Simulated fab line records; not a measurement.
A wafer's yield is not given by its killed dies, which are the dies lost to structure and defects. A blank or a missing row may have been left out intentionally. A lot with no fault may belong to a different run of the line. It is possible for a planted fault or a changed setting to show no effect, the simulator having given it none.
Which of the tools did it? | flow n5_finfet | Sampling: 7 lots, 21 wafers, 3 of 1938 route steps

## WHAT THE GAUGES READ, wafer by wafer
N5_STI_FIN_REVEAL_FIN_H_MEAS_10.
lot  | measured    | on     | trench_depth_nm (nm)
L413 | day 2 18:52 | ocd-01 | 51.2 52.3 50.8
L416 | day 3 12:21 | ocd-01 | 51.9 51.6 52.0
L418 | day 3 23:53 | ocd-02 | 52.3 52.1 53.3
L420 | day 4 16:34 | ocd-01 | 50.1 50.5 51.1
L422 | day 5 02:45 | ocd-02 | 51.7 52.0 51.2
L424 | day 5 15:54 | ocd-02 | 51.0 50.8 52.1
L427 | day 6 07:43 | ocd-02 | 52.0 52.5 52.9

## TOOL THAT RAN EACH LOT (tool first, then ch and the chambers of the sampled wafers, then the start)
lot  | N5_FIN_CUT_CUT_ETCH_15          | N5_STI_FIN_REVEAL_OXIDATION_31
L413 | rie_si-01 ch 0,2,3, day 2 09:52 | plasma_asher-01 ch 0,1, day 2 18:19
L416 | rie_si-04 ch 0,1,3, day 3 02:52 | plasma_asher-01 ch 0,1, day 3 11:48
L418 | rie_si-04 ch 0,2,3, day 3 14:56 | plasma_asher-01 ch 0,1, day 3 23:20
L420 | rie_si-03 ch 0,1, day 4 03:58   | plasma_asher-02 ch 0,1, day 4 16:01
L422 | rie_si-01 ch 0,2,3, day 4 16:58 | plasma_asher-02 ch 0,1, day 5 02:12
L424 | rie_si-04 ch 0,1, day 5 06:05   | plasma_asher-01 ch 0,1, day 5 15:22
L427 | rie_si-04 ch 1,2,3, day 5 22:10 | plasma_asher-02 ch 0,1, day 6 07:11
- N5_FIN_CUT_CUT_ETCH_15: etches Si in HBr/Cl2/O2, target depth 100 nm, bt time 10 s, time 42.4 s.
- N5_STI_FIN_REVEAL_OXIDATION_31: chemistry O2 PLASMA REMOTE, time 20 s.

## THE ANSWER, worked out from the rows above alone
Rule: the lots themselves supply what counts as usual. The widest of any qualifying gaps counts: lots, ordered by their means at a reading, are off when they make up no more than a third of the lots, leave a main group of 4 or more, and stand apart from it by 3 or more times the standard deviation of that group's means. A main group is skipped when, at the precision printed for the reading in the tables above, its means are all equal. A lot without any number at a reading at which 4 lots or more have one is off too. The other lots that the step has rows for count as sound.
No lot is off on any of the readings shown, so nothing can be concluded from this.

## WHAT THE SIMULATOR HAD PUT IN
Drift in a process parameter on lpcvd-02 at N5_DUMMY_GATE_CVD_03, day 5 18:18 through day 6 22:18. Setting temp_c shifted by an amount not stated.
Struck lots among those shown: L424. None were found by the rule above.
